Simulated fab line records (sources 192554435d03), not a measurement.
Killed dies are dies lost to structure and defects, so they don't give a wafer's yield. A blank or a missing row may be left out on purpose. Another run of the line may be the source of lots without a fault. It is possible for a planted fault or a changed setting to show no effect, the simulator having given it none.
fab line records ; flow n5_finfet
record lots=9; wafers=24; last_day=17
route steps=1938 shown BEOL_M11@1573 BEOL_M12@1602 PASSIVATION@1936
lots that met no fault: from a run of the same line without faults
start_h: the number of hours between the record's first day and the start of the first shown wafer of the lot ; wait_h: how many hours have passed since the lot's step before this one ; " as in the row above ; L1.1+2: several wafers, shown together as one row ; - value missing, or start not given ; * or withheld: withheld ; < > ~ a bound
route shown NAME@n: NAME is a module with steps in the file, n the number in the route of the first one ; usual: mean and standard deviation over wafers with no fault ; same: alike in all rows ; chamber/n: place in a boat ; sites: per-site readings ; _std_site: the values' standard deviation ; _edge_site: inner sites' mean taken away from outer sites' mean ; radius_mm: for every site, how far away it sits from the centre of the wafer ; mask NAME#n: copy n ; behind: the most recent tool/chamber to have shaped the wafer ; hold: reason for holding the lot/hours on hold/outcome of the hold ; device: names the non-switching transistor (n, p or np) ; end of line: tests of these same wafers at the route's end ; for a step that has no rows: nothing shown but its recipe ; killed: dies that structure and defects cost at the first sort, which is not the same as the wafer's yield ; map: dies across one wafer; x = killed, . = not, _ = none there
set.NAME: the setting as run; set.NAME@STEP: as run at that earlier step ; model.NAME: the simulator's own value behind a step, which no gauge read
one table for each step of the route and one row for each wafer, over a sample of lots
services: the hour from which a tool's chamber was out of use, counted from the record's first day as start_h (under 0 if before that day), plus the number of hours and why
## steps
# step N5_BEOL_M11_ETCH_66
# recipe chemistry=N2/H2; target=SOC; target_depth_a=1200; overetch_a=240; mask_material=SiARC; temp_c=40; time_s=180; ion_energy_ev=200; pressure_mtorr=30; source_w=840; bias_w=150; n2_flow_sccm=200; h2_flow_sccm=200
# usual drypump_motor_current_A=5.7/0.43; oes_product_au=0.62/0.058; rf_vpp_V=522.7/2.3; showerhead_plenum_p_Torr=2.50/0.084; throttle_valve_pct=17.93/0.27
lot.wafer;tool;chamber;start_h;wait_h;drypump_motor_current_A;oes_product_au;rf_hours_counter_h;rf_vpp_V;showerhead_plenum_p_Torr;throttle_valve_pct
L332.2;rie_diel-01;1;246.65;0.0;5.3;0.60;175;519.7;2.43;18.10
L332.5;rie_diel-01;3;246.65;0.0;6.1;0.57;-;520.3;2.40;18.38
L333.1;rie_diel-01;1;251.94;0.0;5.3;0.60;176;521.7;2.43;18.11
L333.6;rie_diel-01;0;251.94;0.0;6.4;0.59;-;524.3;2.51;17.59
L336.1;rie_diel-01;1;265.78;0.0;5.3;0.59;180;520.3;2.43;18.11
L336.6;rie_diel-01;2;265.78;0.0;6.1;0.59;-;526.0;2.64;17.63
L346.1;rie_diel-02;3;311.05;0.0;5.3;0.64;113;521.9;2.54;17.55
L346.2;rie_diel-02;0;311.05;0.0;5.6;0.71;34;526.7;2.60;17.52
L346.5;rie_diel-02;3;311.05;0.0;5.3;0.64;-;525.3;2.54;17.57
L342.1;rie_diel-02;3;311.51;0.0;5.4;0.64;113;524.2;2.54;17.56
L342.2;rie_diel-02;1;311.51;0.0;5.6;0.61;182;521.0;2.42;18.11
L342.3;rie_diel-02;0;311.51;0.0;5.6;0.71;34;524.8;2.60;17.53
L347.1;rie_diel-01;3;332.14;0.0;6.1;0.55;246;520.2;2.39;18.42
L347.4;rie_diel-01;0;332.14;0.0;6.4;0.58;221;522.0;2.50;17.64
L347.6;rie_diel-01;1;332.14;0.0;5.3;0.59;-;519.8;2.42;18.16
L348.1;rie_diel-03;3;332.82;0.0;5.2;0.59;200;519.9;2.41;17.99
L348.2;rie_diel-03;0;332.82;0.0;5.4;0.58;239;525.3;2.63;18.32
L348.3;rie_diel-03;1;332.82;0.0;5.1;0.73;21;522.7;2.50;18.04
L349.1;rie_diel-02;0;347.36;0.0;5.6;0.69;48;525.5;2.60;17.57
L349.3;rie_diel-02;3;347.36;0.0;5.4;0.63;127;524.1;2.53;17.59
L349.6;rie_diel-02;1;347.36;0.0;5.6;0.59;-;518.9;2.42;18.12
L350.1;rie_diel-01;1;351.93;0.0;5.3;0.58;207;520.0;2.41;18.15
L350.4;rie_diel-01;2;351.93;0.0;6.1;0.57;-;525.2;2.62;17.67
L350.6;rie_diel-01;0;351.93;0.0;6.4;0.57;-;522.3;2.49;17.64
# step N5_BEOL_M11_VIA_ETCH_34
# recipe chemistry=C4F6/O2; target=SiCOH_lowk; target_depth_a=1845; mask_material=SOC; taper_deg=4; time_s=69.2; ion_energy_ev=250; pressure_mtorr=30; source_w=345; bias_w=185; Ar_flow_sccm=300; C4F6_flow_sccm=10; O2_flow_sccm=10
# usual drypump_motor_current_A=5.7/0.43; oes_product_au=0.76/0.08; rf_vpp_V=665/17; showerhead_plenum_p_Torr=2.79/0.086; throttle_valve_pct=20.96/0.27
lot.wafer;tool;chamber;start_h;wait_h;drypump_motor_current_A;oes_product_au;rf_hours_counter_h;rf_vpp_V;showerhead_plenum_p_Torr;throttle_valve_pct
L332.2;rie_diel-01;1;246.78;0.0;5.3;0.74;175;693;2.70;21.03
L332.5;rie_diel-01;3;246.78;0.0;6.1;0.71;-;646;2.70;21.43
L333.1;rie_diel-01;1;252.06;0.0;5.3;0.74;176;693;2.70;20.98
L333.6;rie_diel-01;0;252.06;0.0;6.4;0.73;-;683;2.80;20.65
L336.1;rie_diel-01;1;265.91;0.0;5.3;0.74;180;691;2.70;21.01
L336.6;rie_diel-01;2;265.91;0.0;6.1;0.72;-;665;2.92;20.57
L346.1;rie_diel-02;1;311.17;0.0;5.6;0.73;181;652;2.73;21.28
L346.2;rie_diel-02;0;311.17;0.0;5.6;0.88;34;672;2.92;20.69
L346.5;rie_diel-02;3;311.17;0.0;5.4;0.79;-;673;2.86;20.79
L342.1;rie_diel-02;3;311.63;0.0;5.4;0.79;113;676;2.86;20.80
L342.2;rie_diel-02;1;311.63;0.0;5.6;0.73;182;651;2.73;21.27
L342.3;rie_diel-02;0;311.63;0.0;5.6;0.88;34;672;2.92;20.70
L347.1;rie_diel-01;3;332.27;0.0;6.1;0.69;246;645;2.69;21.47
L347.4;rie_diel-01;0;332.27;0.0;6.4;0.71;221;685;2.79;20.66
L347.6;rie_diel-01;1;332.27;0.0;5.3;0.72;-;693;2.69;21.03
L348.1;rie_diel-03;3;332.94;0.0;5.2;0.70;200;635;2.71;21.14
L348.2;rie_diel-03;0;332.94;0.0;5.4;0.70;239;673;2.91;21.21
L348.3;rie_diel-03;1;332.94;0.0;5.1;0.92;21;654;2.79;21.07
L349.1;rie_diel-02;0;347.49;0.0;5.6;0.86;48;671;2.92;20.72
L349.3;rie_diel-02;3;347.49;0.0;5.4;0.78;127;674;2.86;20.80
L349.6;rie_diel-02;1;347.49;0.0;5.6;0.73;-;650;2.72;21.29
L350.1;rie_diel-01;1;352.05;0.0;5.3;0.72;207;694;2.69;21.06
L350.4;rie_diel-01;2;352.05;0.0;6.1;0.70;-;666;2.91;20.60
L350.6;rie_diel-01;0;352.05;0.0;6.4;0.70;-;683;2.79;20.69
# step N5_BEOL_M11_STRIP_36
# recipe chemistry=N2/H2; power_w=450; temp_c=40; pressure_mtorr=20; rf_frequency_hz=6e+07; overash_fraction=0.3; bias_power_w=7; h2_frac=0.5; n2_flow_sccm=200; h2_flow_sccm=200
# usual drypump_motor_current_A=5.7/0.43; oes_product_au=0.76/0.078; rf_vpp_V=59.1/1.7; showerhead_plenum_p_Torr=2.50/0.084; throttle_valve_pct=23.7/0.37
lot.wafer;tool;chamber;start_h;wait_h;drypump_motor_current_A;oes_product_au;rf_hours_counter_h;rf_vpp_V;showerhead_plenum_p_Torr;throttle_valve_pct
L332.2;rie_diel-01;1;246.84;0.0;5.3;0.74;175;57.1;2.42;24.1
L332.5;rie_diel-01;3;246.84;0.0;6.1;0.71;-;57.3;2.40;24.3
L333.1;rie_diel-01;1;252.12;0.0;5.3;0.76;176;59.6;2.42;24.1
L333.6;rie_diel-01;0;252.12;0.0;6.4;0.71;-;62.6;2.50;23.3
L336.1;rie_diel-01;1;265.97;0.0;5.3;0.73;180;56.3;2.42;24.1
L336.6;rie_diel-01;2;265.97;0.0;6.1;0.73;-;58.7;2.63;23.3
L346.1;rie_diel-02;1;311.23;0.0;5.6;0.73;181;60.8;2.42;23.8
L346.2;rie_diel-02;0;311.23;0.0;5.6;0.88;34;60.3;2.60;23.4
L346.5;rie_diel-02;3;311.23;0.0;5.3;0.79;-;60.9;2.53;23.2
L342.1;rie_diel-02;3;311.70;0.0;5.3;0.79;114;60.3;2.53;23.2
L342.2;rie_diel-02;1;311.70;0.0;5.6;0.72;182;57.8;2.42;23.9
L342.3;rie_diel-02;0;311.70;0.0;5.6;0.87;34;59.0;2.60;23.4
L347.1;rie_diel-01;3;332.33;0.0;6.0;0.68;246;62.2;2.39;24.4
L347.4;rie_diel-01;0;332.33;0.0;6.4;0.68;221;59.3;2.49;23.3
L347.6;rie_diel-01;1;332.33;0.0;5.3;0.73;-;56.5;2.41;24.1
L348.1;rie_diel-03;3;333.00;0.0;5.2;0.71;200;60.6;2.41;23.7
L348.2;rie_diel-03;0;333.00;0.0;5.4;0.69;239;56.3;2.63;24.0
L348.3;rie_diel-03;1;333.00;0.0;5.1;0.91;21;57.2;2.50;24.1
L349.1;rie_diel-02;0;347.55;0.0;5.6;0.86;48;55.0;2.59;23.4
L349.3;rie_diel-02;3;347.55;0.0;5.4;0.77;127;61.3;2.53;23.2
L349.6;rie_diel-02;1;347.55;0.0;5.6;0.74;-;58.2;2.41;23.9
L350.1;rie_diel-01;1;352.11;0.0;5.3;0.71;207;59.3;2.41;24.1
L350.4;rie_diel-01;2;352.11;0.0;6.1;0.71;-;58.4;2.62;23.3
L350.6;rie_diel-01;0;352.11;0.0;6.4;0.69;-;59.4;2.49;23.4
# step N5_BEOL_M12_ILD_DEP_00
# recipe material=SiOC; target_thk_a=6589.2; temp_c=350; precursor=DEMS/O2; pressure_torr=5; rf_w=500; time_s=130.7
# usual heater_power_w=476/90; run_length_s=175.7/0.47; showerhead_plenum_p_Torr=5.691/0.011; throttle_valve_pct=11.6/0.74
lot.wafer;tool;chamber;start_h;wait_h;heater_power_w;run_length_s;showerhead_plenum_p_Torr;throttle_valve_pct
L332.2;pecvd-01;1;251.04;0.0;604;175.4;5.691;12.5
L332.5;pecvd-01;0;251.04;0.0;334;175.6;5.702;11.6
L333.1;pecvd-02;1;257.02;0.0;413;176.0;5.677;11.4
L333.6;pecvd-02;2;257.02;0.0;574;175.5;5.689;10.4
L336.1;pecvd-03;2;270.37;0.0;419;175.2;5.698;10.8
L336.6;pecvd-03;1;270.37;0.0;430;176.0;5.682;13.0
L346.1;pecvd-01;1;315.20;0.0;599;175.6;5.683;12.6
L346.2;pecvd-01;0;315.20;0.0;412;175.6;5.686;11.6
L346.5;pecvd-01;0;315.20;0.0;432;175.4;5.709;11.3
L342.1;pecvd-01;0;315.85;0.0;409;175.6;5.710;11.7
L342.2;pecvd-01;1;315.85;0.0;591;175.4;5.686;12.6
L342.3;pecvd-01;0;315.85;0.0;421;175.4;5.709;11.5
L347.1;pecvd-01;0;335.84;0.0;392;175.7;5.704;11.3
L347.4;pecvd-01;1;335.84;0.0;590;176.1;5.699;12.7
L347.6;pecvd-01;2;335.84;0.0;402;176.4;5.692;11.9
L348.1;pecvd-01;0;336.19;0.0;377;185.2;5.708;11.6
L348.2;pecvd-01;1;336.19;0.0;618;175.4;5.693;12.6
L348.3;pecvd-01;2;336.19;0.0;408;176.3;5.693;12.0
L349.1;pecvd-01;0;350.23;0.0;390;185.4;5.688;11.6
L349.3;pecvd-01;2;350.23;0.0;349;176.6;5.697;12.0
L349.6;pecvd-01;1;350.23;0.0;629;175.4;5.695;12.5
L350.1;pecvd-01;0;354.83;0.0;400;185.0;5.711;11.5
L350.4;pecvd-01;0;354.83;0.0;424;185.0;5.710;11.6
L350.6;pecvd-01;2;354.83;0.0;327;176.8;5.701;11.9
# step N5_BEOL_M12_THK_MEAS_01
# recipe reads=SiOC_of_BEOL_M12_ILD_DEP_00
# usual M12_ILD_THK=652/10
lot.wafer;tool;chamber;start_h;wait_h;M12_ILD_THK[nm]
L332.2;film_metro-01;-;251.18;0.1;639
L332.5;film_metro-01;-;251.18;0.1;649
L333.1;film_metro-02;-;257.16;0.1;657
L333.6;film_metro-02;-;257.16;0.1;656
L336.1;film_metro-01;-;270.50;0.1;652
L336.6;film_metro-01;-;270.50;0.1;659
L346.1;film_metro-02;-;315.38;0.1;644
L346.2;film_metro-02;-;315.38;0.1;633
L346.5;film_metro-02;-;315.38;0.1;655
L342.1;film_metro-02;-;316.03;0.1;644
L342.2;film_metro-02;-;316.03;0.1;650
L342.3;film_metro-02;-;316.03;0.1;648
L347.1;film_metro-01;-;335.97;0.1;646
L347.4;film_metro-01;-;335.97;0.1;658
L347.6;film_metro-01;-;335.97;0.1;661
L348.1;film_metro-02;-;336.32;0.1;685
L348.2;film_metro-02;-;336.32;0.1;636
L348.3;film_metro-02;-;336.32;0.1;638
L349.1;film_metro-02;-;350.36;0.1;689
L349.3;film_metro-02;-;350.36;0.1;644
L349.6;film_metro-02;-;350.36;0.1;649
L350.1;film_metro-02;-;354.96;0.1;692
L350.4;film_metro-02;-;354.96;0.1;697
L350.6;film_metro-02;-;354.96;0.1;654
# step N5_BEOL_M12_STRIP_63
# recipe chemistry=N2/H2; power_w=1000; temp_c=250; h2_frac=0.65; overash_fraction=0.3; pressure_mtorr=1000; n2_flow_sccm=1750; h2_flow_sccm=3250
# usual drypump_motor_current_A=5.61/0.24; heater_power_w=359/33; oes_product_au=0.693/0.0049; strip_time_to_endpoint_s=43.1/0.96
lot.wafer;tool;chamber;start_h;wait_h;drypump_motor_current_A;heater_power_w;oes_product_au;rf_hours_counter_h;strip_time_to_endpoint_s
L332.2;plasma_asher-02;0;251.98;-;5.24;299;0.695;127;43.9
L332.5;plasma_asher-02;0;251.98;-;5.24;293;0.689;-;42.9
L333.1;plasma_asher-01;0;257.92;-;5.83;383;0.700;71;42.8
L333.6;plasma_asher-01;1;257.92;-;5.56;387;0.688;-;42.7
L336.1;plasma_asher-01;1;271.19;-;5.54;399;0.686;73;42.2
L336.6;plasma_asher-01;1;271.19;-;5.55;377;0.686;-;41.8
L346.1;plasma_asher-01;0;316.06;-;5.85;369;0.690;83;42.9
L346.2;plasma_asher-01;1;316.06;-;5.53;376;0.698;83;44.7
L346.5;plasma_asher-01;0;316.06;-;5.85;369;0.692;-;42.1
L342.1;plasma_asher-01;1;316.71;-;5.53;395;0.687;83;44.1
L342.2;plasma_asher-01;0;316.71;-;5.86;365;0.688;83;42.5
L342.3;plasma_asher-01;0;316.71;-;5.85;380;0.692;-;44.6
L347.1;plasma_asher-02;0;336.64;-;5.22;311;0.705;143;43.2
L347.4;plasma_asher-02;0;336.64;-;5.22;300;0.696;-;42.1
L347.6;plasma_asher-02;0;336.64;-;5.21;306;0.694;-;42.0
L348.1;plasma_asher-02;1;337.17;-;5.77;373;0.683;144;40.4
L348.2;plasma_asher-02;0;337.17;-;5.20;312;0.694;144;44.6
L348.3;plasma_asher-02;1;337.17;-;5.78;370;0.691;-;45.1
L349.1;plasma_asher-02;1;351.33;-;5.78;367;0.688;146;39.7
L349.3;plasma_asher-02;0;351.33;-;5.24;305;0.694;-;43.3
L349.6;plasma_asher-02;1;351.33;-;5.77;362;0.691;-;42.8
L350.1;plasma_asher-01;0;355.64;-;5.87;367;0.690;91;40.3
L350.4;plasma_asher-01;0;355.64;-;5.85;372;0.685;-;39.9
L350.6;plasma_asher-01;1;355.64;-;5.52;391;0.692;-;43.5
# step N5_PASSIVATION_PROBE_49
# usual defect_limited_yield=91.3/1.4; killed_at_M0_to_M3=33/9.9; killed_at_M4_up=15/5.6; killed_at_contacts=13/5.7; killed_at_front_end=38/12; killed_at_other=4/3.1; killed_dies=103/17; killed_open=66/13; killed_short=32/7.8; sort_bin_5_function=5.1/0.95; sort_bin_6_memory=3.2/0.68; sort_n_pass=1077/17; sort_yield_pct=91.3/1.5
# same gross_dies=1180; killed_at_back_side=0; sort_bin_4_leakage[%]=0; sort_bin_8_speed[%]=0
lot.wafer;tool;chamber;start_h;wait_h;defect_limited_yield[%];killed_at_M0_to_M3;killed_at_M4_up;killed_at_contacts;killed_at_front_end;killed_at_other;killed_dies;killed_open;killed_short;sort_bin_5_function[%];sort_bin_6_memory[%];sort_n_pass;sort_yield_pct[%]
L332.2;prober-02;-;288.28;0.1;91.0;22;18;19;44;3;106;78;28;5.5;3.4;1074;91.0
L332.5;prober-02;-;288.43;0.2;92.7;25;13;10;38;0;86;54;23;4.6;1.9;1094;92.7
L333.1;prober-02;-;294.34;0.0;91.2;56;5;12;25;6;104;56;45;4.1;4.3;1076;91.2
L333.6;prober-02;-;294.59;0.3;89.9;45;26;11;33;4;119;75;43;6.2;3.2;1061;89.9
L336.1;prober-01;-;305.33;0.0;88.1;41;14;20;56;9;140;93;45;6.9;4.2;1040;88.1
L336.6;prober-01;-;305.58;0.3;89.5;22;8;17;75;2;124;96;27;7.2;3.1;1056;89.5
L346.1;prober-01;-;350.34;0.0;89.2;49;18;14;41;6;128;86;40;6.1;4.4;1052;89.2
L346.2;prober-01;-;350.39;0.1;92.0;43;5;17;29;0;94;63;23;4.1;3.1;1086;92.0
L346.5;prober-01;-;350.54;0.2;92.5;40;10;11;23;4;88;58;28;4.7;2.5;1092;92.5
L342.1;prober-02;-;354.93;0.0;90.3;38;10;16;47;4;115;86;29;6.0;3.6;1065;90.3
L342.2;prober-02;-;354.98;0.1;92.3;28;10;20;30;3;91;61;23;4.6;2.8;1089;92.3
L342.3;prober-02;-;355.03;0.1;91.6;29;10;9;51;0;99;71;27;5.3;2.8;1081;91.6
L347.1;prober-01;-;371.55;0.0;92.2;33;16;13;28;2;92;63;26;5.0;2.5;1088;92.2
L347.6;prober-01;-;371.80;0.3;91.2;36;10;3;53;2;104;71;32;5.1;3.6;1076;91.2
L348.1;prober-01;-;379.81;0.0;89.0;48;25;5;48;4;130;88;33;5.0;5.1;1050;89.0
L348.2;prober-01;-;379.86;0.1;90.9;33;17;5;50;2;107;70;35;5.7;3.2;1073;90.9
L348.3;prober-01;-;379.91;0.1;91.3;28;18;9;47;1;103;68;29;4.8;3.6;1077;91.3
L349.1;prober-01;-;389.04;0.0;89.2;41;30;13;37;7;128;89;31;6.5;3.6;1052;89.2
L349.3;prober-01;-;389.14;0.1;90.8;36;10;13;29;21;109;60;37;6.2;2.7;1071;90.8
L349.6;prober-01;-;389.29;0.3;91.2;34;19;7;31;13;104;58;34;5.8;2.7;1076;91.2
L350.1;prober-01;-;396.70;0.0;91.0;36;10;12;43;5;106;65;37;5.1;3.4;1074;91.0
L350.4;prober-01;-;396.85;0.2;91.8;24;14;13;37;9;97;59;37;4.3;3.4;1083;91.8
L350.6;prober-01;-;396.95;0.3;92.2;23;13;12;36;8;92;59;29;4.2;3.2;1088;92.2
# killed by level:class
L332.2 FIN_SAQP:geometric_particle:open=15 MOL_CONTACT_COAG:geometric_particle:open=14 BEOL_M4:geometric_particle:open=10 FIN_SAQP:geometric_particle:short=8 BEOL_M0_SAQP:geometric_particle:open=8 BEOL_M5:geometric_particle:open=6 STI_FIN_REVEAL:geometric_particle:open=5 GATE_CUT:geometric_particle:short=5
L332.5 BEOL_M0_SAQP:geometric_particle:open=8 STI_FIN_REVEAL:geometric_particle:open=8 MOL_CONTACT_COAG:geometric_particle:open=8 HKMG_FIN:area_etch=7 FIN_SAQP:geometric_particle:open=5 ILD0:geometric_particle:short=4 BEOL_M0_SAQP:geometric_particle:short=4 BEOL_M0:geometric_particle:open=4
L333.1 BEOL_M0_SAQP:geometric_particle:short=21 MOL_CONTACT_COAG:geometric_particle:open=10 BEOL_M0_SAQP:geometric_particle:open=10 BEOL_M1:geometric_particle:open=9 BEOL_M2:geometric_particle:open=6 STI_FIN_REVEAL:geometric_particle:open=5 ILD0:geometric_particle:short=4 GATE_CUT:geometric_particle:open=3
L333.6 BEOL_M0_SAQP:geometric_particle:short=13 BEOL_M4:geometric_particle:open=13 MOL_CONTACT_COAG:geometric_particle:open=10 BEOL_M1:geometric_particle:open=9 BEOL_M0_SAQP:geometric_particle:open=8 GATE_CUT:geometric_particle:open=6 BEOL_M5:geometric_particle:open=6 GATE_CUT:geometric_particle:short=5
L336.1 MOL_CONTACT_COAG:geometric_particle:open=18 FIN_SAQP:geometric_particle:open=14 BEOL_M3:geometric_particle:open=13 STI_FIN_REVEAL:geometric_particle:open=11 FIN_SAQP:geometric_particle:short=10 BEOL_M1:geometric_particle:open=9 BEOL_M2:geometric_particle:open=6 BEOL_M0_SAQP:geometric_particle:short=6
L336.6 STI_FIN_REVEAL:geometric_particle:open=32 MOL_CONTACT_COAG:geometric_particle:open=15 FIN_SAQP:geometric_particle:open=11 BEOL_M0_SAQP:geometric_particle:open=10 BEOL_M3:geometric_particle:open=7 DUMMY_GATE:geometric_particle:short=5 GATE_CUT:geometric_particle:short=5 FIN_SAQP:geometric_particle:short=4
L346.1 MOL_CONTACT_COAG:geometric_particle:open=14 BEOL_M0_SAQP:geometric_particle:open=13 BEOL_M0_SAQP:geometric_particle:short=11 FIN_SAQP:geometric_particle:open=9 BEOL_M4:geometric_particle:open=9 FIN_SAQP:geometric_particle:short=8 STI_FIN_REVEAL:geometric_particle:open=7 BEOL_M2:geometric_particle:open=7
L346.2 MOL_CONTACT_COAG:geometric_particle:open=14 BEOL_M0_SAQP:geometric_particle:open=14 BEOL_M0_SAQP:geometric_particle:short=8 BEOL_M3:geometric_particle:open=8 HKMG_FIN:area_etch=8 DUMMY_GATE:geometric_particle:open=5 STI_FIN_REVEAL:geometric_particle:open=4 STARTING-WAFER:geometric_particle:open=4
L346.5 BEOL_M3:geometric_particle:open=13 BEOL_M0_SAQP:geometric_particle:short=9 BEOL_M2:geometric_particle:open=9 MOL_CONTACT_COAG:geometric_particle:open=8 FIN_SAQP:geometric_particle:open=5 STARTING-WAFER:geometric_particle:open=5 BEOL_M4:geometric_particle:short=4 STI_FIN_REVEAL:geometric_particle:open=3
L342.1 STI_FIN_REVEAL:geometric_particle:open=27 MOL_CONTACT_COAG:geometric_particle:open=14 BEOL_M0_SAQP:geometric_particle:short=14 BEOL_M0_SAQP:geometric_particle:open=13 FIN_SAQP:geometric_particle:open=5 STI_FIN_REVEAL:geometric_particle:short=5 BEOL_M1:geometric_particle:open=4 BEOL_M2:geometric_particle:open=4
L342.2 MOL_CONTACT_COAG:geometric_particle:open=15 BEOL_M2:geometric_particle:open=8 FIN_SAQP:geometric_particle:open=7 BEOL_M3:geometric_particle:open=7 STI_FIN_REVEAL:geometric_particle:open=5 MOL_CONTACT_COAG:geometric_particle:short=5 BEOL_M0_SAQP:geometric_particle:open=5 BEOL_M0_SAQP:geometric_particle:short=4
L342.3 STI_FIN_REVEAL:geometric_particle:open=19 FIN_SAQP:geometric_particle:open=8 MOL_CONTACT_COAG:geometric_particle:open=7 BEOL_M0_SAQP:geometric_particle:open=7 BEOL_M1:geometric_particle:open=6 BEOL_M2:geometric_particle:open=6 FIN_SAQP:geometric_particle:short=5 DUMMY_GATE:geometric_particle:open=5
L347.1 MOL_CONTACT_COAG:geometric_particle:open=11 BEOL_M4:geometric_particle:open=10 STI_FIN_REVEAL:geometric_particle:open=8 BEOL_M1:geometric_particle:open=8 FIN_SAQP:geometric_particle:open=6 BEOL_M0_SAQP:geometric_particle:short=5 BEOL_M2:geometric_particle:open=5 BEOL_M3:geometric_particle:short=4
L347.6 STI_FIN_REVEAL:geometric_particle:open=18 FIN_SAQP:geometric_particle:open=10 BEOL_M1:geometric_particle:open=10 BEOL_M3:geometric_particle:open=7 GATE_CUT:geometric_particle:open=5 BEOL_M0_SAQP:geometric_particle:open=5 BEOL_M0_SAQP:geometric_particle:short=5 FIN_SAQP:geometric_particle:short=3
L348.1 BEOL_M2:geometric_particle:open=15 BEOL_M4:geometric_particle:open=11 STI_FIN_REVEAL:geometric_particle:open=10 BEOL_M0:geometric_particle:open=10 BEOL_M0_SAQP:geometric_particle:open=8 HKMG_FIN:area_etch=8 FIN_SAQP:geometric_particle:short=7 BEOL_M5:geometric_particle:open=6
L348.2 STI_FIN_REVEAL:geometric_particle:open=21 BEOL_M4:geometric_particle:open=10 DUMMY_GATE:geometric_particle:open=9 BEOL_M1:geometric_particle:short=6 BEOL_M1:geometric_particle:open=6 BEOL_M2:geometric_particle:open=6 STARTING-WAFER:geometric_particle:short=6 BEOL_M0_SAQP:geometric_particle:short=4
L348.3 BEOL_M2:geometric_particle:open=17 STI_FIN_REVEAL:geometric_particle:open=9 GATE_CUT:geometric_particle:open=7 MOL_CONTACT_COAG:geometric_particle:open=7 BEOL_M4:geometric_particle:open=7 GATE_CUT:geometric_particle:short=5 FIN_SAQP:geometric_particle:short=4 DUMMY_GATE:geometric_particle:short=4
L349.1 BEOL_M4:geometric_particle:open=20 MOL_CONTACT_COAG:geometric_particle:open=12 STI_FIN_REVEAL:geometric_particle:open=11 BEOL_M0_SAQP:geometric_particle:short=9 BEOL_M0_SAQP:geometric_particle:open=8 BEOL_M3:geometric_particle:open=8 HKMG_FIN:area_etch=5 FIN_SAQP:geometric_particle:open=4
L349.3 BEOL_M0_SAQP:geometric_particle:short=11 PASSIVATION:area_etch=10 MOL_CONTACT_COAG:geometric_particle:open=9 BEOL_M0_SAQP:geometric_particle:open=9 STI_FIN_REVEAL:geometric_particle:open=6 BEOL_M4:geometric_particle:open=6 PASS1_CAP:geometric_particle:short=5 BEOL_M1:geometric_particle:open=4
L349.6 BEOL_M4:geometric_particle:open=12 PASSIVATION:area_etch=9 BEOL_M0_SAQP:geometric_particle:open=8 FIN_SAQP:geometric_particle:open=6 BEOL_M3:geometric_particle:open=6 MOL_CONTACT_COAG:geometric_particle:open=5 STI_FIN_REVEAL:geometric_particle:open=4 BEOL_M0_SAQP:geometric_particle:short=4
L350.1 STI_FIN_REVEAL:geometric_particle:open=11 MOL_CONTACT_COAG:geometric_particle:open=10 FIN_SAQP:geometric_particle:short=8 BEOL_M2:geometric_particle:open=8 BEOL_M3:geometric_particle:open=6 BEOL_M0_SAQP:geometric_particle:open=5 GATE_CUT:geometric_particle:short=5 BEOL_M1:geometric_particle:open=5
L350.4 MOL_CONTACT_COAG:geometric_particle:open=12 BEOL_M3:geometric_particle:open=8 FIN_SAQP:geometric_particle:short=6 BEOL_M0_SAQP:geometric_particle:short=6 FIN_SAQP:geometric_particle:open=5 STI_FIN_REVEAL:geometric_particle:open=4 DUMMY_GATE:geometric_particle:open=4 GATE_CUT:geometric_particle:short=4
L350.6 FIN_SAQP:geometric_particle:open=11 MOL_CONTACT_COAG:geometric_particle:open=9 STI_FIN_REVEAL:geometric_particle:open=5 BEOL_M0_SAQP:geometric_particle:short=5 BEOL_M4:geometric_particle:open=5 FIN_SAQP:geometric_particle:short=4 BEOL_M0_SAQP:geometric_particle:open=4 PAD_METAL:geometric_particle:open=4
## services
tool;chamber;start_h;hours;kind
rie_diel-03;1;245.77;-;clean
rie_diel-03;1;245.77;-;consumable_replace:focus_ring
rie_diel-03;1;245.77;18.5;scheduled_down
rie_diel-03;1;245.77;18.5;vent_cycle
pecvd-01;2;263.32;2.1;scheduled_down
pecvd-01;2;272.76;7.5;repair
pecvd-03;1;281.86;19.3;repair
plasma_asher-01;-;282.67;0.6;repair
rie_diel-02;1;285.26;2.9;repair
pecvd-01;2;310.46;16.5;scheduled_down
rie_diel-02;2;311.15;15.1;repair
rie_diel-03;2;315.58;9.5;repair
pecvd-01;-;316.00;14.6;pm
plasma_asher-01;-;318.58;2.3;repair
plasma_asher-02;-;339.60;4.3;pm
rie_diel-01;3;344.62;-;clean
rie_diel-01;3;344.62;-;consumable_replace:focus_ring
rie_diel-01;3;344.62;-;consumable_replace:showerhead
rie_diel-01;3;344.62;16.0;scheduled_down
rie_diel-01;3;344.62;16.0;vent_cycle
rie_diel-01;-;347.50;0.1;repair
rie_diel-02;-;355.65;15.6;pm
## key
first_sign step=N5_BEOL_M12_ILD_DEP_00; reading=run_length_s; direction=up; sigmas=20; usual=*; struck=*
effect step=N5_BEOL_M12_THK_MEAS_01; reading=M12_ILD_THK; direction=up; sigmas=3.9; usual=652; struck=691
effect step=N5_BEOL_M12_STRIP_63; reading=strip_time_to_endpoint_s; direction=down; sigmas=3.1; usual=*; struck=*
met_at N5_BEOL_M12_ILD_DEP_00
struck_lots L348,L349,L350
struck_wafers L348.1,L349.1,L350.1,L350.4
baseline_loss step=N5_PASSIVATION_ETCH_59; wafers=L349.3
not_acting_at N5_BEOL_M11_ETCH_66,N5_BEOL_M11_VIA_ETCH_34,N5_BEOL_M11_STRIP_36
onset_between 335.84 336.19
fault kind=process_parameter_drift; tool=pecvd-01; chamber=0; onset_h=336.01; steps=N5_BEOL_M12_ILD_DEP_00; channel=time_s; offset=*; shape=step; end_h=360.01; acts_in=*; stated=*
# baseline_loss: these wafers lose ten dies or more at that step, a loss of the line's own and not of a fault; the sort's usual values leave them out
